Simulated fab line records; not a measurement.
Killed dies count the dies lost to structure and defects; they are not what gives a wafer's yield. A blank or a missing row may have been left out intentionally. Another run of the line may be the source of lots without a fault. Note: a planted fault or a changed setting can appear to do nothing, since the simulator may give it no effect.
What tool caused it? ; flow n5 finfet ; 10 lots, 29 wafers sampled, at 6 steps of a route of 1938

WHAT THE GAUGES READ, wafer by wafer
N5_FIN_CUT_OVL_MEAS_09. Usual: for FIN_CUT_OVL the level is 0.4 nm and the standard deviation is 0.61.
lot;measured;on;FIN_CUT_OVL (nm);flag
L791;day 3 16:29;overlay-01;0.9 -0.5 0.2;
L794;day 4 12:41;overlay-01;0.2 0.0 -0.4;
L795;day 4 16:04;overlay-01;0.6 0.7 1.2;
L796;day 4 23:18;overlay-02;0.7 0.4 1.0;
L799;day 5 15:50;overlay-01;13.4 13.9 14.0;OFF
L801;day 6 03:01;overlay-01;12.6 12.9 13.1;OFF
L802;day 6 09:58;overlay-02;14.0 13.0 13.7;OFF
L803;day 6 16:41;overlay-02;13.5 13.3 14.1;OFF
L805;day 7 04:44;overlay-02;-1.5 0.2;
L808;day 7 23:09;overlay-01;-0.2 0.7 1.1;

N5_BEOL_M4_RC_MEAS_101. Usual: DIBL_N 36.2 mV/V, standard deviation 2.2; DIBL_P 36.1 mV/V, standard deviation 2.8; IOFF_N 0.16 nA/um, standard deviation 0.041; IOFF_P 0.21 nA/um, standard deviation 0.047; ION_N 676 uA/um, standard deviation 16; ION_P 463 uA/um, standard deviation 11; SS_N 71.6 mV/dec, standard deviation 0.78; SS_P 73.3 mV/dec, standard deviation 0.86; VT_N 249 mV, standard deviation 3.8; VT_P -251 mV, standard deviation 3.9.
lot;measured;on;DIBL_N (mV/V);DIBL_P (mV/V);IOFF_N (nA/um);IOFF_P (nA/um);ION_N (uA/um);ION_P (uA/um);SS_N (mV/dec);SS_P (mV/dec);VT_N (mV);VT_P (mV);flag
L791;day 9 22:41;prober-02;38.3 35.8 40.0;38.3 34.9 39.5;0.19 0.15 0.22;0.22 0.19 0.24;682 689 701;461 468 474;71.7 71.2 72.4;73.7 73.6 74.3;248 248 244;-250 -250 -249;
L794;day 10 21:11;prober-02;37.7 32.6 39.5;37.3 31.9 40.4;0.18 0.10 0.22;0.23 0.16 0.28;680 664 678;463 460 464;72.4 69.9 71.7;73.0 72.2 74.3;249 255 247;-248 -253 -247;
L795;day 11 01:13;prober-01;34.4 35.1 37.0;33.7 32.9 37.8;0.15 0.17 0.20;0.21 0.20 0.29;679 708 673;469 478 469;71.0 71.5 71.7;73.1 72.3 74.1;251 246 244;-248 -249 -246;
L796;day 11 03:32;prober-01;37.2 34.2 35.3;36.5 34.1 36.3;0.19 0.13 0.16;0.20 0.17 0.21;695 646 665;472 446 454;71.7 70.3 71.2;73.8 72.6 73.6;246 250 247;-254 -256 -252;
L799;day 12 09:41;prober-01;35.5 37.2 35.6;36.9 38.5 36.7;0.16 0.21 0.18;0.21 0.24 0.21;669 691 686;459 468 466;71.9 72.1 72.0;73.2 73.8 73.7;247 243 245;-250 -247 -252;
L801;day 12 12:25;prober-01;39.1 35.7 38.9;38.1 34.2 39.0;0.18 0.13 0.19;0.22 0.16 0.24;672 657 678;461 449 456;72.0 71.8 72.1;73.4 73.1 74.0;249 252 247;-253 -256 -252;
L802;day 12 18:47;prober-02;34.3 37.1 38.3;35.4 38.4 38.5;0.12 0.17 0.17;0.22 0.26 0.25;670 683 677;465 478 470;71.2 72.3 72.5;73.6 74.2 74.3;252 249 248;-249 -246 -246;
L803;day 13 08:55;prober-02;39.9 32.8 35.3;38.6 31.0 33.6;0.23 0.10 0.13;0.29 0.16 0.20;683 667 672;470 463 472;73.2 70.8 71.3;72.8 71.9 72.5;245 253 252;-242 -255 -249;
L805;day 13 15:29;prober-01;36.5 38.7;37.7 38.0;0.16 0.18;0.24 0.24;677 679;474 467;70.9 71.6;74.4 74.2;250 252;-249 -249;
L808;day 14 01:08;prober-01;35.8 40.4 31.0;38.1 42.0 31.3;0.15 0.26 0.08;0.23 0.31 0.13;661 701 647;461 482 449;70.6 72.5 69.6;74.0 75.7 71.7;250 242 260;-250 -245 -255;

EACH LOT AND THE TOOL THAT RAN IT (in order: tool; ch and the chambers of the sampled wafers; start)
lot;N5_FIN_SAQP_ETCH_34;N5_FIN_CUT_EXPOSE_05;N5_FIN_CUT_DESCUM_13;N5_FIN_CUT_ETCH_20
L791;rie diel-02 ch 1,3, day 3 15:33;euv scanner-02 ch 0, day 3 16:19;rie diel-04 ch 2,3, day 3 16:34;rie diel-04 ch 2,3, day 3 16:37
L794;rie diel-02 ch 0,1, day 4 11:45;euv scanner-01 ch 0, day 4 12:31;rie diel-03 ch 0,2, day 4 12:52;rie diel-03 ch 0,2, day 4 12:56
L795;rie diel-02 ch 0,1,2, day 4 15:14;euv scanner-01 ch 0, day 4 15:54;rie diel-05 ch 1,2,3, day 4 16:09;rie diel-05 ch 1,2,3, day 4 16:13
L796;rie diel-02 ch 0,1,3, day 4 22:29;euv scanner-01 ch 0, day 4 23:08;rie diel-05 ch 1,2, day 4 23:23;rie diel-05 ch 1,2, day 4 23:26
L799;rie diel-01 ch 0,1,2, day 5 15:02;euv scanner-01 ch 0, day 5 15:41;rie diel-05 ch 0,2, day 5 15:55;rie diel-05 ch 0,2, day 5 15:59
L801;rie diel-02 ch 2,3, day 6 02:05;euv scanner-01 ch 0, day 6 02:51;rie diel-05 ch 0,3, day 6 03:05;rie diel-05 ch 0,3, day 6 03:09
L802;rie diel-01 ch 0,3, day 6 09:09;euv scanner-01 ch 0, day 6 09:48;rie diel-03 ch 1,3, day 6 10:04;rie diel-03 ch 1,3, day 6 10:07
L803;rie diel-02 ch 0,2, day 6 15:51;euv scanner-01 ch 0, day 6 16:32;rie diel-03 ch 1,2,3, day 6 16:46;rie diel-03 ch 1,2,3, day 6 16:50
L805;rie diel-02 ch 0,1, day 7 03:48;euv scanner-02 ch 0, day 7 04:34;rie diel-04 ch 2,3, day 7 04:49;rie diel-04 ch 0,2, day 7 04:53
L808;rie diel-06 ch 1,2, day 7 22:04;euv scanner-02 ch 0, day 7 22:59;rie diel-04 ch 0,1,2, day 7 23:46;rie diel-04 ch 0,1,2, day 7 23:49
- N5_FIN_SAQP_ETCH_34: etches SiO2 in C4F6/O2, target depth 45 nm, time 15 s.
- N5_FIN_CUT_EXPOSE_05: exposes mask FIN CUT.
- N5_FIN_CUT_DESCUM_13: chemistry O2, time 7 s.
- N5_FIN_CUT_ETCH_20: etches SiARC in CF4, target depth 26 nm, time 43.3 s.

WHAT THE TOOLS THEMSELVES READ (means of the sampled wafers that have a number; where no wafer has one, the mark that the record gives instead)
N5_FIN_SAQP_ETCH_34. Usual: for drypump motor current A, 5.70 A with a standard deviation of 0.3; for etch rf on time s, 14.9 s with a standard deviation of 0.37; for oes_o_777_au, 0.82 a.u. with a standard deviation of 0.1; for oes product au, 0.69 a.u. with a standard deviation of 0.089; for rf vpp V, 664 V with a standard deviation of 14; for showerhead plenum p Torr, 2.83 Torr with a standard deviation of 0.096; for throttle valve pct, 20.92 % with a standard deviation of 0.22.
lot;tool;drypump motor current A (A);etch rf on time s (s);oes_o_777_au (a.u.);oes product au (a.u.);rf vpp V (V);showerhead plenum p Torr (Torr);throttle valve pct (%);flag
L791;rie diel-02;5.92;15.0;0.75;0.63;658;2.78;20.83;
L794;rie diel-02;5.85;14.6;0.82;0.72;670;2.82;21.04;
L795;rie diel-02;5.62;14.8;0.75;0.65;662;2.78;20.98;
L796;rie diel-02;5.89;14.9;0.77;0.66;664;2.80;20.93;
L799;rie diel-01;5.69;15.2;0.83;0.67;660;2.82;21.01;
L801;rie diel-02;5.60;14.9;0.88;0.76;662;2.78;20.54;
L802;rie diel-01;5.57;14.7;0.79;0.64;658;2.73;20.98;
L803;rie diel-02;5.77;14.7;0.87;0.77;675;2.84;20.83;
L805;rie diel-02;5.77;14.8;0.90;0.78;668;2.95;20.87;
L808;rie diel-06;5.66;14.6;0.91;0.77;668;2.98;20.88;

N5_FIN_CUT_EXPOSE_05. Usual: 45.59 for exposure dose mJ cm2, sd 0.054.
lot;tool;exposure dose mJ cm2;flag
L791;euv scanner-02;45.62;
L794;euv scanner-01;45.54;
L795;euv scanner-01;45.64;
L796;euv scanner-01;45.60;
L799;euv scanner-01;45.62;
L801;euv scanner-01;45.62;
L802;euv scanner-01;45.62;
L803;euv scanner-01;45.56;
L805;euv scanner-02;45.55;
L808;euv scanner-02;45.53;

N5_FIN_CUT_DESCUM_13. Usual: drypump motor current A 5.6 A, standard deviation 0.45; oes product au 0.81 a.u., standard deviation 0.094; rf vpp V 244.0 V, standard deviation 1.3; showerhead plenum p Torr 2.17 Torr, standard deviation 0.08; throttle valve pct 20.43 %, standard deviation 0.26.
lot;tool;drypump motor current A (A);oes product au (a.u.);rf vpp V (V);showerhead plenum p Torr (Torr);throttle valve pct (%);flag
L791;rie diel-04;6.2;0.82;242.6;2.02;20.23;
L794;rie diel-03;5.8;0.83;245.7;2.20;20.53;
L795;rie diel-05;5.6;0.78;245.1;2.16;20.49;
L796;rie diel-05;6.0;0.71;244.7;2.16;20.69;
L799;rie diel-05;5.2;0.74;244.4;2.18;20.47;
L801;rie diel-05;5.4;0.80;243.3;2.19;20.26;
L802;rie diel-03;5.3;0.80;244.4;2.19;20.54;
L803;rie diel-03;5.4;0.80;244.4;2.19;20.53;
L805;rie diel-04;5.8;0.80;242.3;2.02;20.20;
L808;rie diel-04;6.0;0.85;243.8;2.14;20.16;

N5_FIN_CUT_ETCH_20. Usual: drypump motor current A 5.6 A, standard deviation 0.45; etch rf on time s 44.1 s, standard deviation 1.3; oes product au 0.69 a.u., standard deviation 0.079; rf vpp V 184.8 V, standard deviation 1.2; showerhead plenum p Torr 2.20 Torr, standard deviation 0.065; throttle valve pct 15.53 %, standard deviation 0.25.
lot;tool;drypump motor current A (A);etch rf on time s (s);oes product au (a.u.);rf vpp V (V);showerhead plenum p Torr (Torr);throttle valve pct (%);flag
L791;rie diel-04;6.1;42.8;0.71;183.6;2.08;15.50;
L794;rie diel-03;5.8;43.4;0.72;184.1;2.22;15.51;
L795;rie diel-05;5.6;43.7;0.66;184.9;2.21;15.68;
L796;rie diel-05;5.9;44.2;0.61;184.7;2.21;15.83;
L799;rie diel-05;5.2;44.8;0.62;185.1;2.22;15.64;
L801;rie diel-05;5.4;43.6;0.68;185.2;2.22;15.37;
L802;rie diel-03;5.3;45.2;0.68;184.5;2.22;15.59;
L803;rie diel-03;5.4;45.1;0.68;184.9;2.22;15.55;
L805;rie diel-04;5.9;42.2;0.73;184.9;2.17;15.33;
L808;rie diel-04;6.0;43.1;0.72;184.4;2.19;15.40;

THE ANSWER, worked out from the rows above alone
Rule: a lot is off if the mean of its wafers that have a number lies more than 3 standard deviations from the usual mean. A lot without any number at a reading at which 4 lots or more have one is off too. Any other lot the step has rows for is counted as sound. The gauges are gone through in route order, then the tools' own readings, and for those a lot's mean is taken as printed above. At the first step where some lot is off, the reading lying furthest off is the one used; lots without a number count as furthest.
Off: at N5_FIN_CUT_OVL_MEAS_09 (FIN_CUT_OVL), L799, L801, L802, L803.
A tool fits if, at a process step before that reading, it ran every lot that is off, and no sound lot after the first of them. Gauges at N5_FIN_CUT_OVL_MEAS_09: tried the same way as those tools. One fits: euv scanner-01 at N5_FIN_CUT_EXPOSE_05. A fault onset in the window from L796 (day 4 23:08, its last sound lot) to L799 (day 5 15:41, its first lot off) fits.

WHAT THE SIMULATOR PUT IN
Scanner matching overlay: euv scanner-01, from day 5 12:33 on, at N5_FIN_CUT_EXPOSE_05. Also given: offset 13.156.
Shown lots that were struck: L799, L801, L802, L803. The rule given above showed the same thing.
